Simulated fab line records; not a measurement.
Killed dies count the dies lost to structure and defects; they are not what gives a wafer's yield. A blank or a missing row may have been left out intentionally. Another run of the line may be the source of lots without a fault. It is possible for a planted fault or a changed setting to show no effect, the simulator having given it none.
Chamber matching	flow nand-harc	rie-diel-03 running NHARC_A_STAIRCASE_DESCUM_11: 4 sister chambers
The step chemistry O2, time 3 s. 16 wafers are shown with their chamber, then 8 later ones without.

WAFERS PAIRED WITH THEIR CHAMBERS
wafer	chamber	showerhead-plenum-p-Torr (Torr)	drypump-motor-current-A (A)	oes-product-au (a.u.)
L075.4	3	1.84	5.7	0.983
L075.5	3	1.84	5.7	0.988
L075.6	0	1.92	5.9	0.996
L087.1	3	1.83	5.7	0.998
L087.2	2	1.99	5.9	0.987
L087.4	1	1.92	5.7	1.010
L091.2	3	1.83	5.7	0.988
L091.3	0	1.90	5.9	0.998
L091.6	0	1.91	5.9	0.990
L093.1	1	1.92	5.6	1.017
L093.2	2	1.98	5.9	0.988
L093.3	0	1.90	5.9	1.001
L093.4	3	1.82	5.7	0.997
L093.5	1	1.92	5.6	1.003
L093.6	0	1.90	5.9	0.991
L095.3	2	1.98	5.9	0.987

SIGNATURES, as means of the wafers listed above
reading	chamber 0	chamber 1	chamber 2	chamber 3	scatter within a chamber
showerhead-plenum-p-Torr	1.9060	1.9200	1.9833	1.8320	0.00745
drypump-motor-current-A	5.900	5.633	5.900	5.700	0.0236
oes-product-au	0.99520	1.01000	0.98733	0.99080	0.00542
Rule: distance of a wafer from a chamber = root of the sum over the readings of ((wafer's reading minus chamber's mean) / reading's scatter) squared. The wafer belongs to the nearest chamber; if the next one is less than 2 further off, it can't be placed. The scatter: take each reading less its chamber's mean, square it, sum over the shown wafers, divide by the number of wafers less the number of chambers, and take the root.

WAFERS WITH NO CHAMBER GIVEN
wafer	showerhead-plenum-p-Torr (Torr)	drypump-motor-current-A (A)	oes-product-au (a.u.)
L095.5	1.82	5.7	0.984
L095.6	1.98	5.9	0.994
L096.1	1.90	5.9	0.999
L096.2	1.82	5.8	1.000
L096.4	1.98	5.9	0.985
L097.1	1.82	5.7	1.002
L097.2	1.90	5.8	1.000
L097.4	1.98	5.9	0.987

WHICH CHAMBER EACH ONE RAN IN
wafer	from the rows above	in truth
L095.5	3	3
L095.6	2	2
L096.1	0	0
L096.2	3	3
L096.4	2	2
L097.1	3	3
L097.2	0	0
L097.4	2	2
Correct placement for 8 of the 8. Number that these rows cannot place: 0. Number placed wrongly: 0.
